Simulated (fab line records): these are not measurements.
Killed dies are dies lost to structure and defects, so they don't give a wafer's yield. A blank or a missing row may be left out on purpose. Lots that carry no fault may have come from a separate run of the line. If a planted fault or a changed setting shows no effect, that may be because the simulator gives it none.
Chamber matching -- flow nand harc -- rie diel-08 running NHARC_A_M1_ETCH_35: 4 sister chambers
The step etches the open film in N2/H2, target depth 40 nm, overetch 12 nm, time 43.94 s. 4 wafers are shown with their chamber, then 8 later ones without.

WAFERS, EACH WITH ITS CHAMBER
wafer,chamber,rf vpp V (V)
L085.6,1,427.6
L084.4,3,431.9
L084.5,2,426.7
L086.2,0,433.3

WAFERS WITH NO CHAMBER GIVEN
wafer,rf vpp V (V)
L086.5,428.7
L086.6,434.2
L088.2,433.8
L088.4,431.4
L088.5,429.0
L092.3,432.3
L092.4,428.3
L092.6,428.0

CHAMBER TAKEN BY EACH
wafer,from the rows above,in truth
L086.5,can't be placed: 1 or 2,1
L086.6,can't be placed: 0 or 3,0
L088.2,can't be placed: 0 or 3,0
L088.4,can't be placed: 3 or 0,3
L088.5,can't be placed: 1 or 2 or 3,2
L092.3,can't be placed: 3 or 0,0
L092.4,can't be placed: 1 or 2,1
L092.6,can't be placed: 1 or 2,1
Placed correctly: 0 of 8. Can't be placed from these rows: 8 (the true chamber is among the candidates in 8). Placed wrongly: 0.
How it was worked out, from the rows above alone: a wafer's distance from a chamber is the root of the sum, over the readings, of the square of ((its reading less the chamber's mean) divided by the reading's scatter). If the next closest chamber is less than 2 further off than the closest, the wafer can't be placed; otherwise it belongs to the closest. A chamber's mean is the mean of its shown wafers. The scatter (one wafer shown for each chamber): square how far every hidden wafer sits from the nearest shown wafer, average those squares and take the square root.
